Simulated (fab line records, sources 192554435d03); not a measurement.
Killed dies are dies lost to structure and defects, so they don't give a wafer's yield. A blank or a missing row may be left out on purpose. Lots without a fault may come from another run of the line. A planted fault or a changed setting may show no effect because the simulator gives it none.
Chamber matching | flow n5_finfet | N5_FIN_SAQP_STRIP_70 on rie_diel-02: 4 sister chambers
The step strips in N2/H2. 4 wafers are shown with their chamber, then 9 later ones without.

WAFERS WITH THEIR CHAMBER
wafer  | chamber | showerhead_plenum_p_Torr (Torr)
L081.5 | 2       | 3.32
L086.3 | 0       | 3.37
L086.4 | 1       | 3.30
L086.5 | 3       | 3.51

WAFERS WITHOUT THEIR CHAMBER
wafer  | showerhead_plenum_p_Torr (Torr)
L087.3 | 3.30
L087.4 | 3.37
L087.5 | 3.30
L089.2 | 3.31
L089.3 | 3.51
L089.5 | 3.36
L091.1 | 3.31
L091.2 | 3.36
L091.3 | 3.29

WHICH CHAMBER EACH WENT THROUGH
wafer  | from the rows above     | in truth
L087.3 | 1                       | 1
L087.4 | 0                       | 0
L087.5 | 1                       | 1
L089.2 | can't be placed: 2 or 1 | 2
L089.3 | 3                       | 3
L089.5 | 0                       | 0
L091.1 | can't be placed: 2 or 1 | 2
L091.2 | 0                       | 0
L091.3 | 1                       | 1
Placed correctly: 7 of 9. Can't be placed from these rows: 2 (the true chamber is among the candidates in 2). Placed wrongly: 0.
How it was worked out, from the rows above alone: a wafer's distance from a chamber is the root of the sum, over the readings, of the square of ((its reading less the chamber's mean) divided by the reading's scatter). The wafer belongs to the nearest chamber; if the next one is less than 2 further off, it can't be placed. A chamber's mean is the mean of its shown wafers. The scatter: with one shown wafer a chamber, the root of the mean of the squares of how far each hidden wafer lies from its nearest shown one.
